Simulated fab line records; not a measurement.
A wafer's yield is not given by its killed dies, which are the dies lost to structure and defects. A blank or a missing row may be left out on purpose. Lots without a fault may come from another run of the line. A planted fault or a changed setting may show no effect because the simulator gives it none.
Struck lot and sound lot, side by side || flow nand-harc || 44 steps out of a route of 1159
Sound: wafers L865.1, L865.3, L865.4. Struck: wafer L874.2; the same lot's L874.5 was not struck, so it is left out; see the end for the cause.
Each step with rows lists, per side, the tool, then ch with its chambers, then its first start. Under that, the readings that differ: sound wafers || struck wafers || difference of the means || sigmas: that difference in standard deviations of wafers without a fault.
alike: a reading whose means differ by less than 2 such deviations, as well as words and numbers matching on both sides. not compared: withheld readings; readings where some wafer has no value; bounds like >300 that might hide an equal value; numbers whose values overlap and for which the record gives no deviation.
A row with sigmas, a row that says differs or no value, or rows on one side alone: a step with any of these is where the two part. Numbers that have no deviation but don't overlap get no sigmas and don't part them. A reading missing from all wafers of one side parts the sides only when that side holds two or more wafers.

first, 7 steps without rows for these wafers: NHARC_A_CONTACT_COAT_35 (time 65 s); NHARC_A_CONTACT_COAT_36 (resist thk 90 nm); NHARC_A_CONTACT_SOFTBAKE_37 (time 55 s); NHARC_A_CONTACT_EBR_38; NHARC_A_CONTACT_EXPOSE_39 (exposes mask A CC 3); NHARC_A_CONTACT_PEB_40 (peb time 65 s); NHARC_A_CONTACT_DEVELOP_41 (develop time 35 s).
NHARC_A_CONTACT_CD_MEAS_42 targets a cd of 200 nm.
  sound on cd-sem-02 ch 0, day 17 16:08; struck on cd-sem-03 ch 0, day 20 05:55
  alike: cd-nm
NHARC_A_CONTACT_OVL_MEAS_43:
  sound on overlay-02, day 17 16:13; struck on overlay-02, day 20 06:00
  alike: overlay-x-nm, overlay-y-nm
NHARC_A_CONTACT_INSPECT_44:
  sound on defect-inspect-02, day 17 16:16; struck on defect-inspect-02, day 20 06:02
  alike: raw-defect-count
then, 2 steps without rows for these wafers: NHARC_A_CONTACT_DESCUM_47 (chemistry O2, time 3 s); NHARC_A_CONTACT_ETCH_48 (etches the open film in CF4, target depth 39 nm, time 65 s).
NHARC_A_CONTACT_ETCH_49: etches the open film in N2/H2, target depth 260 nm, time 475.3 s.
  sound on rie-diel-02 ch 0,1,2, day 17 16:35; struck on rie-diel-02 ch 0, day 20 06:23
{"reading": "rf-hours-counter-h (h)", "sound": "14 14 14", "struck": 26, "difference": "+12", "sigmas": ""}
  alike: drypump-motor-current-A, n2-flow-sccm, oes-product-au, rf-vpp-V, showerhead-plenum-p-Torr, throttle-valve-pct
then, 2 steps without rows for these wafers: NHARC_A_CONTACT_ETCH_50 (etches the open film in CF4/CHF3, target depth 84.7 nm, time 42.4 s); NHARC_A_CONTACT_ETCH_51 (etches the open film in O2/COS, target depth 3600 nm, time 936 s).
NHARC_A_CONTACT_ETCH_111: etches the open film in C4F8/O2/Ar, time 140 s, target depth 700 nm.
  sound on har-cap-etch-03 ch 0,1, day 17 17:45; struck on har-cap-etch-02 ch 0, day 20 07:22
  alike: oes-air-line-au
  not compared: rf-hours-counter-h
then, 9 steps without rows for these wafers: NHARC_A_CONTACT_ETCH_112 (etches the open film in C4F8/O2/Ar, time 94 s, target depth 922 nm); NHARC_A_CONTACT_ETCH_113 (etches the open film in C4F8/O2/Ar, time 94 s, target depth 922 nm); NHARC_A_CONTACT_ETCH_114 (etches the open film in C4F8/O2/Ar, time 94 s, target depth 922 nm); NHARC_A_CONTACT_ETCH_115 (etches the open film in C4F8/O2/Ar, time 94 s, target depth 922 nm); NHARC_A_CONTACT_ETCH_116 (etches the open film in C4F8/O2/Ar, time 94 s, target depth 922 nm); NHARC_A_CONTACT_ETCH_117 (etches the open film in C4F8/O2/Ar, time 94 s, target depth 922 nm); NHARC_A_CONTACT_ETCH_118 (etches the open film in C4F8/O2/Ar, time 94 s, target depth 922 nm); NHARC_A_CONTACT_ETCH_119 (etches the open film in C4F8/O2/Ar, time 94 s, target depth 922 nm); NHARC_A_CONTACT_ETCH_120 (etches the open film in C4F8/O2/Ar, time 94 s, target depth 922 nm).
NHARC_A_CONTACT_ETCH_121: etches the open film in C4F8/O2/Ar, time 94 s, target depth 922 nm.
  sound on har-cap-etch-03 ch 0,1, day 17 18:45; struck on har-cap-etch-02 ch 0, day 20 08:23
  alike: oes-air-line-au
  not compared: rf-hours-counter-h
then, 1 step without rows for these wafers: NHARC_A_CONTACT_ETCH_122 (etches the open film in C4F8/O2/Ar, time 95 s, target depth 930 nm).
NHARC_A_CONTACT_ETCH_123: etches the open film in C4F8/O2/Ar, time 253 s, target depth 1090 nm.
  sound on har-cap-etch-03 ch 0,1, day 17 18:58; struck on har-cap-etch-02 ch 0, day 20 08:34
  alike: oes-air-line-au
  not compared: rf-hours-counter-h
then, 2 steps without rows for these wafers: NHARC_A_CONTACT_ETCH_90 (etches the open film in CH3F/O2, target depth 40 nm, time 85.7 s); NHARC_A_CONTACT_ETCH_96 (etches the open film in C4F6/O2, target depth 20 nm, time 10 s).
NHARC_A_CONTACT_CD_MEAS_53:
  sound on cd-sem-01, day 17 19:44; struck on cd-sem-03, day 20 09:23
  alike: cd-nm
then, 3 steps without rows for these wafers: NHARC_A_CONTACT_STRIP_99 (strips in N2/H2); NHARC_A_CONTACT_STRIP_100 (strips in CF4/CHF3); NHARC_A_CONTACT_STRIP_101 (strips in O2/COS).
NHARC_A_CONTACT_ETCH_102: etches the open film in CF4/O2, target depth 70 nm, overetch 7 nm, time 38.5 s.
  sound on rie-diel-02 ch 0,1,3, day 17 20:02; struck on rie-diel-02 ch 3, day 20 09:41
{"reading": "rf-hours-counter-h (h)", "sound": "14 15 15", "struck": 26, "difference": "+11", "sigmas": ""}
  alike: drypump-motor-current-A, oes_f_703_au, oes-product-au, rf-vpp-V, showerhead-plenum-p-Torr, throttle-valve-pct
then, 2 steps without rows for these wafers: NHARC_A_CONTACT_STRIP_55 (strips in O2); NHARC_A_CONTACT_STRIP_56 (strips in post etch residue remover, time 600 s).
NHARC_A_CONTACT_DEP_57: deposits aC, target thk 2800 nm.
  sound on acl-dep-02 ch 0, day 17 20:41; struck on acl-dep-03 ch 0, day 20 10:49
  alike: throttle-valve-pct
then, 4 steps without rows for these wafers: NHARC_A_CONTACT_DEP_58 (deposits SiON, target thk 60 nm); NHARC_A_CONTACT_DEHYDRATE_59 (time 120 s); NHARC_A_CONTACT_HMDS_60 (time 30 s); NHARC_A_CONTACT_COAT_61 (time 75 s).
NHARC_A_CONTACT_DESCUM_74: chemistry O2, time 3 s.
  sound on rie-diel-02 ch 0,1,2, day 17 23:33; struck on rie-diel-11 ch 0, day 20 16:05
{"reading": "hold", "sound": "- - -", "struck": "await-dispo/2.4h/release", "difference": "no value on the sound wafers", "sigmas": ""}
{"reading": "rf-hours-counter-h (h)", "sound": "15 16 16", "struck": 37, "difference": "+21", "sigmas": ""}
{"reading": "throttle-valve-pct (%)", "sound": "11.316 11.321 11.302", "struck": 11.291, "difference": -0.022, "sigmas": -2}
  alike: drypump-motor-current-A, oes-product-au, rf-vpp-V, showerhead-plenum-p-Torr
-- the record jumps here: 3 days lie between the struck wafers' starts before and after (it left off in module A_CONTACT and takes up again in module END, whose first step shown is number 1159 of the route) --
NHARC_END_SORT_01:
  sound on prober-02 ch 0, day 20 15:00; struck on prober-02 ch 0, day 23 09:26
{"reading": "killed-at-array", "sound": "32 23 25", "struck": 81, "difference": "+54", "sigmas": "+5"}
{"reading": "killed-dies", "sound": "38 29 27", "struck": 85, "difference": "+54", "sigmas": "+5"}
  alike: killed-at-other, killed-at-periphery, killed-open, killed-short

== WHERE THEY PART ==
At NHARC_A_CONTACT_DESCUM_74 first; at NHARC_END_SORT_01 last (within this record only).

WHY: the cause the simulator had injected
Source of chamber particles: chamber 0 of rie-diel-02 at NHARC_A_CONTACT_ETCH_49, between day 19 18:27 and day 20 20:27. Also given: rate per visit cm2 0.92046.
